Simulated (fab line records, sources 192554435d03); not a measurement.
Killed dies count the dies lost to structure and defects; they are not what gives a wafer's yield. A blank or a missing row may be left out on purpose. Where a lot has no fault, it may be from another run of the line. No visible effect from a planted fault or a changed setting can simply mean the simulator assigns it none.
Split-lot experiment | flow n5 finfet | on a route of 1938 steps: 7 lots, 39 wafers read

ON THE SPLIT
At N5_DUMMY_GATE_ETCH_42 (etches SiO2 in CHF3/O2, target depth 3.5 nm, time 31 s), the setting bias w was moved away from the recipe's 12 W on 9 of the 39 wafers read, by -17.6% to +18.2%. For the rest of the wafers, this setting stayed at what the recipe calls for.

The reading comes from the split's own step.

THE READING
rf vpp V, in V, at N5_DUMMY_GATE_ETCH_42 (etches SiO2 in CHF3/O2, target depth 3.5 nm, time 31 s). A value of 42.6 V with a standard deviation of 0.93 V is what fault-free wafers of this fab line usually give.

wafer  | tool, chamber at the split | bias w as run, W | against the recipe | rf vpp V, V | against lot-mates on the recipe
L074.1 | rie diel-03, 0             | 12               | recipe             | 43.8        | -
L074.2 | rie diel-03, 2             | 12               | recipe             | 43.1        | -
L074.3 | rie diel-03, 3             | 12               | recipe             | 42.4        | -
L074.4 | rie diel-03, 1             | 12               | recipe             | 42.9        | -
L074.5 | rie diel-03, 2             | 12               | recipe             | 43.7        | -
L074.6 | rie diel-03, 3             | 12               | recipe             | 44.4        | -
L075.2 | rie diel-05, 2             | 12               | recipe             | 42.3        | -
L075.5 | rie diel-05, 1             | 12               | recipe             | 43.2        | -
L075.6 | rie diel-05, 2             | 12               | recipe             | 44.2        | -
L077.1 | rie diel-04, 2             | 14.19            | +18.2%             | 47.7        | +5.3
L077.2 | rie diel-04, 1             | 12               | recipe             | 42.9        | -
L077.3 | rie diel-04, 0             | 12               | recipe             | 42.1        | -
L077.4 | rie diel-04, 3             | 14.19            | +18.2%             | 46.5        | +4.1
L077.5 | rie diel-04, 0             | 12               | recipe             | 42.1        | -
L077.6 | rie diel-04, 1             | 14.19            | +18.2%             | 48.7        | +6.3
L078.1 | rie diel-04, 3             | 12               | recipe             | 42.7        | -
L078.2 | rie diel-04, 0             | 12               | recipe             | 41.7        | -
L078.3 | rie diel-04, 2             | 12               | recipe             | 42.0        | -
L078.4 | rie diel-04, 1             | 12               | recipe             | 43.1        | -
L078.5 | rie diel-04, 3             | 12               | recipe             | 43.3        | -
L078.6 | rie diel-04, 2             | 12               | recipe             | 41.3        | -
L086.1 | rie diel-04, 2             | 12               | recipe             | 42.3        | -
L086.2 | rie diel-04, 1             | 12               | recipe             | 44.4        | -
L086.3 | rie diel-04, 0             | 12               | recipe             | 43.3        | -
L086.4 | rie diel-04, 3             | 9.888            | -17.6%             | 37.6        | -5.7
L086.5 | rie diel-04, 1             | 9.888            | -17.6%             | 38.3        | -5.0
L086.6 | rie diel-04, 0             | 9.888            | -17.6%             | 37.3        | -6.0
L087.1 | rie diel-04, 1             | 12               | recipe             | 42.4        | -
L087.2 | rie diel-04, 3             | 12               | recipe             | 42.8        | -
L087.3 | rie diel-04, 2             | 12               | recipe             | 43.9        | -
L087.4 | rie diel-04, 0             | 12               | recipe             | 43.1        | -
L087.5 | rie diel-04, 3             | 12               | recipe             | 42.9        | -
L087.6 | rie diel-04, 0             | 12               | recipe             | 42.7        | -
L093.1 | rie diel-05, 1             | 13.86            | +15.5%             | 47.5        | +4.8
L093.2 | rie diel-05, 0             | 12               | recipe             | 43.3        | -
L093.3 | rie diel-05, 3             | 13.86            | +15.5%             | 45.1        | +2.4
L093.4 | rie diel-05, 2             | 12               | recipe             | 42.5        | -
L093.5 | rie diel-05, 0             | 12               | recipe             | 42.4        | -
L093.6 | rie diel-05, 1             | 13.86            | +15.5%             | 46.6        | +3.9

FIT RESULTS
A straight line over all 39 wafers: rf vpp V changes by +0.264 V for each +1% of bias w; r = +0.94; the points scatter about the line by 0.82 V.
The same after taking each lot's own level away (the mean of its wafers on the recipe; 39 wafers): +0.287 V for each +1%; r = +0.96; scatter 0.74 V.
That fit puts the effect of the largest move of bias w on the reading at 5.2 V.
The span of the lots' own levels, 42.35 to 43.38 V, comes to 1.1 times the standard deviation stated above.
So the lot-to-lot level changes the slope little: the two slopes agree.
Check: with one of the wafers moved furthest among these (+18.2%) left out of the fit, the line predicts +5.1 V for it against its lot-mates. Against them it came out at +5.33 V.
Tool readings at the split's step, against how far the setting was moved: rf vpp V r = +0.94.

THE OTHER SPLITS THESE WAFERS WENT THROUGH
Before the reading, these wafers also passed through other splits. Each is held against what the fit with the lots' levels taken away leaves over:
other split on the same wafers | wafers away from the commonest value | r with rf vpp V (lot level and that fit taken away)
N5_FIN_CUT_ETCH_21 bias w      | 15                                   | -0.05
N5_DUMMY_GATE_ETCH_37 source w | 15                                   | -0.07

FILE'S OWN FIT
rf vpp V changes by +0.286 V for each +1% of bias w, r = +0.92.
